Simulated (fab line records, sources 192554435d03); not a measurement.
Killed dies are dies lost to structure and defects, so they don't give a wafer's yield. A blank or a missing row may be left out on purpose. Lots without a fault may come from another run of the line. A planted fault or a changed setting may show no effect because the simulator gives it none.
fab line records | flow n5_finfet
record lots=7 wafers=21
route steps=1938 shown PASSIVATION@1922
start_h: hours from the record's first day to the start of the lot's first wafer shown | wait_h: hours since the lot's step before | " the same as in the row above | L1.1+2: a row that stands for several wafers | - no value, or no start given | * or withheld: withheld | < > ~ a bound
route shown NAME@n: a module of which the file shows steps, and the number in the route of the first | usual: mean/standard deviation of fault-free wafers | same: alike in all rows | chamber/n: place in a boat | sites: the reading at each site | _std_site: their standard deviation | _edge_site: outer sites' mean less inner sites' | radius_mm: how far each site lies from the wafer's centre | mask NAME#n: copy n | behind: the tool/chamber that last shaped the wafer | hold: why the lot was held/for how many hours/how that ended | device: the transistor (n, p or np) that didn't switch | end of line: the same wafers' tests at the end of the route | a step without rows: its recipe alone | killed: dies lost to structure and defects at the first sort, not the wafer's yield | map: a wafer's dies, x killed, . not, _ none there
set.NAME: the setting as run; set.NAME@STEP: as run at that earlier step | model.NAME: the simulator's own value behind a step, which no gauge read
lots whose settings were changed on purpose; a table a step, a row a wafer
## steps
# step N5_PASSIVATION_PEB_42
# recipe peb_temp_c=withheld peb_time_s=*
# columns lot.wafer tool chamber start_h wait_h set.peb_time_s
L076.3 litho_track-02 0 275.06 0.0 *
L076.4+6 " 0 " " *
L078.2+3 litho_track-05 0 288.01 0.0 *
L078.5 " 0 " " *
L081.1 litho_track-02 0 314.39 0.1 *
L081.5+6 " 0 " " *
L082.1+4+5 litho_track-02 0 314.55 0.1 *
L083.1+4+6 litho_track-02 0 315.56 0.1 *
L088.1 litho_track-05 0 364.09 0.1 *
L088.2+6 " 0 " " *
L093.1+5 litho_track-04 0 387.18 0.1 *
L093.4 " 0 " " *
# step N5_PASSIVATION_DEVELOP_43
# recipe develop_time_s=60 rinse_liquid=diw dry=air_spin dev_temp_c=21
# step N5_PASSIVATION_HARDBAKE_45
# recipe temp_c=130 time_s=120
# step N5_PASSIVATION_CD_MEAS_44
# recipe target_cd_nm=40000 landing_energy_ev=500 detector=se_inlens
# usual cd_nm=40001/3.9
# columns lot.wafer tool chamber start_h wait_h set.peb_time_s@PASSIVATION_PEB_42 cd_nm
L076.3 cd_sem-03 0 275.18 - * 40011
L076.4 " 0 " " * 39999
L076.6 " 0 " " * 40004
L078.2 cd_sem-01 0 288.13 - * 40000
L078.3 " 0 " " * 40005
L078.5 " 0 " " * 40016
L081.1 cd_sem-01 0 314.51 - * 39990
L081.5 " 0 " " * 40001
L081.6 " 0 " " * 40004
L082.1 cd_sem-01 0 314.67 - * 39996
L082.4 " 0 " " * 39991
L082.5 " 0 " " * 39999
L083.1 cd_sem-01 0 315.68 - * 40000
L083.4 " 0 " " * 39997
L083.6 " 0 " " * 40004
L088.1 cd_sem-01 0 364.20 - * 40009
L088.2 " 0 " " * 40001
L088.6 " 0 " " * 40002
L093.1 cd_sem-01 0 387.30 - * 39999
L093.4 " 0 " " * 39989
L093.5 " 0 " " * 39999
# step N5_PASSIVATION_SRD_72
# recipe dry=ipa_marangoni time_s=30 temp_c=23 rinse_liquid=diw
# step N5_PASSIVATION_ANNEAL_56
# recipe temp_c=400 time_s=1800 ambient=FGA idle_temp_c=300 ramp_up_c_per_min=5 ramp_down_c_per_min=3
# step N5_PASSIVATION_PROBE_49
# usual defect_limited_yield=91.0/1.4 killed_at_M0_to_M3=35/10 killed_at_M4_up=13/6 killed_at_contacts=13/6.4 killed_at_front_end=42/12 killed_at_other=3.2/2.4 killed_dies=107/17 killed_open=69/13 killed_short=33/7.3 sort_bin_4_leakage=0.00/0.022 sort_bin_5_function=5.3/0.92 sort_bin_6_memory=3.3/0.66 sort_bin_8_speed=0.00/0.035 sort_n_pass=1073/17
# same gross_dies=1180 killed_at_back_side=0
# columns lot.wafer tool chamber start_h wait_h set.temp_c@PASSIVATION_PECVD_53 defect_limited_yield[%] killed_at_M0_to_M3 killed_at_M4_up killed_at_contacts killed_at_front_end killed_at_other killed_dies killed_open killed_short sort_bin_4_leakage[%] sort_bin_5_function[%] sort_bin_6_memory[%] sort_bin_8_speed[%] sort_n_pass
L076.3 prober-02 - 278.66 0.4 400 90.4 39 28 9 31 6 113 49 38 0 5.0 2.4 92.37 0
L076.4 prober-02 - 278.71 0.4 388.1 58.6 171 13 13 40 252 489 78 29 0 32.1 7.8 45.93 149
L076.6 prober-02 - 278.81 0.5 400 86.4 55 15 39 47 5 161 98 44 0 6.7 5.7 0.25 1019
L078.2 prober-02 - 291.58 0.1 387.9 51.5 50 12 189 55 266 572 74 26 0 36.9 9.9 0 608
L078.3 prober-02 - 291.63 0.1 387.9 64.2 59 13 28 49 273 422 60 34 0 30.6 4.3 0 758
L078.5 prober-02 - 291.73 0.2 400 93.2 21 17 8 31 3 80 52 24 0 4.5 1.9 10.42 977
L081.1 prober-02 - 317.68 0.0 391.1 39.6 375 18 253 36 31 713 71 28 0.08 37.5 20.1 0 467
L081.5 prober-02 - 317.88 0.2 400 92.3 41 7 10 31 2 91 46 41 0 4.0 3.2 0 1089
L081.6 prober-02 - 317.93 0.3 391.1 41.7 316 15 306 29 22 688 47 25 0 37.5 17.2 0 492
L082.1 prober-01 - 318.02 0.0 400 91.8 22 11 19 38 7 97 63 27 0 5.1 2.8 0 1083
L082.4 prober-01 - 318.17 0.2 400 90.4 49 25 5 33 1 113 76 25 0 5.2 3.5 0 1067
L082.5 prober-01 - 318.22 0.2 400 90.5 37 10 13 43 9 112 73 36 0 5.9 3.4 0 1068
L083.1 prober-02 - 319.16 0.0 400 88.3 40 11 36 49 2 138 83 32 13.31 7.2 4.0 0.08 885
L083.4 prober-02 - 319.31 0.2 386.4 51.1 26 12 39 47 453 577 67 31 13.64 44.5 4.2 0 442
L083.6 prober-02 - 319.41 0.3 386.4 51.8 60 6 13 31 459 569 66 40 0 44.9 2.9 0 611
L088.1 prober-02 - 368.96 0.0 407.9 88.7 66 22 11 33 1 133 83 44 0 6.7 4.2 0 1047
L088.2 prober-02 - 369.01 0.1 400 92.5 26 14 9 31 8 88 45 33 0 3.7 3.3 0.17 1092
L088.6 prober-02 - 369.21 0.3 400 92.2 38 11 6 32 5 92 59 28 0 4.2 3.6 0 1088
L093.1 prober-02 - 392.04 0.0 400 89.1 22 10 24 67 6 129 89 37 0 6.3 4.0 0.17 1051
L093.4 prober-02 - 392.19 0.2 388.4 54.4 273 14 18 60 173 538 89 34 0 31.9 12.0 0 642
L093.5 prober-02 - 392.24 0.2 388.4 55.3 271 10 8 63 176 528 81 36 0 31.9 10.7 0.08 652
# killed by level:class
L076.3 BEOL_M4:area_ecd=22 BEOL_M0_SAQP:geometric_particle:short=20 MOL_CONTACT_COAG:geometric_particle:open=8 FIN_SAQP:geometric_particle:open=4 DUMMY_GATE:geometric_particle:open=4 ILD0:geometric_particle:short=4 BEOL_M0_SAQP:geometric_particle:open=4 GATE_CUT:geometric_particle:short=4
L076.4 PASSIVATION:area_pecvd=244 BEOL_M2:area_expose=128 BEOL_M0_SAQP:geometric_particle:open=15 MOL_CONTACT_COAG:geometric_particle:open=11 STI_FIN_REVEAL:geometric_particle:open=6 GATE_CUT:geometric_particle:open=6 BEOL_M3:geometric_particle:open=6 BEOL_M2:geometric_particle:short=5
L076.6 MOL_CONTACT_COAG:geometric_particle:open=24 BEOL_M1:geometric_particle:open=11 DUMMY_GATE:geometric_particle:open=10 BEOL_M3:geometric_particle:open=10 MOL_CONTACT_COAG:geometric_particle:short=9 BEOL_M0_SAQP:geometric_particle:open=9 BEOL_M0_SAQP:geometric_particle:short=8 BEOL_M3:geometric_particle:short=8
L078.2 PASSIVATION:area_pecvd=262 MOL_CONTACT_COAG:area_expose=176 BEOL_M2:area_expose=28 MOL_CONTACT_COAG:geometric_particle:open=12 STI_FIN_REVEAL:geometric_particle:open=9 BEOL_M0_SAQP:geometric_particle:open=8 FIN_SAQP:geometric_particle:open=7 GATE_CUT:geometric_particle:short=6
L078.3 PASSIVATION:area_pecvd=269 BEOL_M2:area_expose=47 MOL_CONTACT_COAG:geometric_particle:open=25 FIN_SAQP:geometric_particle:short=11 FIN_SAQP:geometric_particle:open=6 HKMG_FIN:area_etch=5 STI_FIN_REVEAL:geometric_particle:open=4 PASS1_CAP:geometric_particle:short=4
L078.5 MOL_CONTACT_COAG:geometric_particle:open=7 FIN_SAQP:geometric_particle:short=6 FIN_SAQP:geometric_particle:open=5 STI_FIN_REVEAL:geometric_particle:open=5 BEOL_M3:geometric_particle:open=5 BEOL_M1:geometric_particle:open=4 GATE_CUT:geometric_particle:short=4 BEOL_M2:geometric_particle:open=4
L081.1 BEOL_M2:area_expose=337 MOL_CONTACT_COAG:area_expose=244 PASSIVATION:area_pecvd=30 BEOL_M1:geometric_particle:open=11 BEOL_M0_SAQP:geometric_particle:open=10 FIN_SAQP:geometric_particle:open=8 MOL_CONTACT_COAG:geometric_particle:open=8 BEOL_M3:geometric_particle:open=6
L081.5 BEOL_M0_SAQP:geometric_particle:short=14 STI_FIN_REVEAL:geometric_particle:open=10 BEOL_M0_SAQP:geometric_particle:open=7 BEOL_M1:geometric_particle:open=7 MOL_CONTACT_COAG:geometric_particle:open=6 BEOL_M2:geometric_particle:open=6 STARTING-WAFER:geometric_particle:short=6 GATE_CUT:geometric_particle:short=3
L081.6 MOL_CONTACT_COAG:area_expose=300 BEOL_M2:area_expose=288 PASSIVATION:area_pecvd=18 BEOL_M2:geometric_particle:open=7 DUMMY_GATE:geometric_particle:open=5 MOL_CONTACT_COAG:geometric_particle:open=5 BEOL_M0_SAQP:geometric_particle:open=4 BEOL_M0_SAQP:geometric_particle:short=4
L082.1 FIN_SAQP:geometric_particle:open=18 MOL_CONTACT_COAG:geometric_particle:open=14 FIN_SAQP:geometric_particle:short=6 BEOL_M3:geometric_particle:open=6 STI_FIN_REVEAL:geometric_particle:open=4 BEOL_M0_SAQP:geometric_particle:short=4 STARTING-WAFER:geometric_particle:short=4 MOL_CONTACT_COAG:geometric_particle:short=3
L082.4 BEOL_M4:geometric_particle:open=15 BEOL_M3:geometric_particle:open=10 BEOL_M1:geometric_particle:open=9 FIN_SAQP:geometric_particle:open=7 BEOL_M0_SAQP:geometric_particle:open=7 HKMG_FIN:area_etch=7 BEOL_M0:geometric_particle:open=6 DUMMY_GATE:geometric_particle:open=5
L082.5 STI_FIN_REVEAL:geometric_particle:open=12 MOL_CONTACT_COAG:geometric_particle:open=8 BEOL_M3:geometric_particle:open=8 BEOL_M1:geometric_particle:open=7 BEOL_M2:geometric_particle:open=7 DUMMY_GATE:geometric_particle:open=5 STI_FIN_REVEAL:geometric_particle:short=4 GATE_CUT:geometric_particle:short=4
L083.1 MOL_CONTACT_COAG:area_expose=20 MOL_CONTACT_COAG:geometric_particle:open=16 STI_FIN_REVEAL:geometric_particle:open=15 BEOL_M3:geometric_particle:open=12 FIN_SAQP:geometric_particle:short=8 BEOL_M1:geometric_particle:open=8 BEOL_M0_SAQP:geometric_particle:short=6 GATE_CUT:geometric_particle:short=6
L083.4 PASSIVATION:area_pecvd=450 MOL_CONTACT_COAG:area_expose=27 STI_FIN_REVEAL:geometric_particle:open=13 MOL_CONTACT_COAG:geometric_particle:open=10 FIN_SAQP:geometric_particle:short=8 BEOL_M2:geometric_particle:open=8 FIN_SAQP:geometric_particle:open=6 GATE_CUT:geometric_particle:open=6
L083.6 PASSIVATION:area_pecvd=456 BEOL_M0_SAQP:geometric_particle:short=16 BEOL_M3:geometric_particle:open=16 BEOL_M0_SAQP:geometric_particle:open=10 BEOL_M2:geometric_particle:open=8 MOL_CONTACT_COAG:geometric_particle:open=7 FIN_SAQP:geometric_particle:open=6 STI_FIN_REVEAL:geometric_particle:open=5
L088.1 BEOL_M0_SAQP:geometric_particle:open=18 BEOL_M0_SAQP:geometric_particle:short=17 BEOL_M3:geometric_particle:open=11 BEOL_M4:geometric_particle:open=10 FIN_SAQP:geometric_particle:short=9 DUMMY_GATE:geometric_particle:open=8 MOL_CONTACT_COAG:geometric_particle:open=8 BEOL_M1:geometric_particle:open=7
L088.2 FIN_SAQP:geometric_particle:short=11 FIN_SAQP:geometric_particle:open=6 MOL_CONTACT_COAG:geometric_particle:open=6 BEOL_M3:geometric_particle:open=5 BEOL_M0_SAQP:geometric_particle:short=4 BEOL_M0_SAQP:geometric_particle:open=4 STARTING-WAFER:geometric_particle:open=4 BEOL_M1:geometric_particle:open=4
L088.6 FIN_SAQP:geometric_particle:short=11 BEOL_M1:geometric_particle:open=9 FIN_SAQP:geometric_particle:open=8 BEOL_M0_SAQP:geometric_particle:short=8 MOL_CONTACT_COAG:geometric_particle:open=5 BEOL_M0_SAQP:geometric_particle:open=4 BEOL_M2:geometric_particle:open=4 BEOL_M3:geometric_particle:open=4
L093.1 STI_FIN_REVEAL:geometric_particle:open=26 MOL_CONTACT_COAG:geometric_particle:open=16 FIN_SAQP:geometric_particle:open=13 MOL_CONTACT_COAG:geometric_particle:short=8 BEOL_M3:geometric_particle:open=7 FIN_SAQP:geometric_particle:short=6 BEOL_M0_SAQP:geometric_particle:short=5 GATE_CUT:geometric_particle:open=3
L093.4 BEOL_M2:area_expose=243 PASSIVATION:area_pecvd=172 FIN_SAQP:geometric_particle:open=19 STI_FIN_REVEAL:geometric_particle:open=17 MOL_CONTACT_COAG:geometric_particle:open=15 FIN_SAQP:geometric_particle:short=10 BEOL_M0_SAQP:geometric_particle:short=6 BEOL_M0_SAQP:geometric_particle:open=6
L093.5 BEOL_M2:area_expose=233 PASSIVATION:area_pecvd=173 STI_FIN_REVEAL:geometric_particle:open=16 BEOL_M0_SAQP:geometric_particle:open=11 FIN_SAQP:geometric_particle:open=9 FIN_SAQP:geometric_particle:short=7 MOL_CONTACT_COAG:geometric_particle:open=7 BEOL_M1:geometric_particle:open=7
## key
split step=N5_PASSIVATION_PEB_42 setting=peb_time_s stated=* by=wafer
response step=N5_PASSIVATION_CD_MEAS_44 reading=cd_nm change=+0.549 per=1% r=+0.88
split outside_this_file step=N5_PASSIVATION_PECVD_53 setting=temp_c
# split outside_this_file: this setting was split too, and the file shows its column; the key of that split is in another file
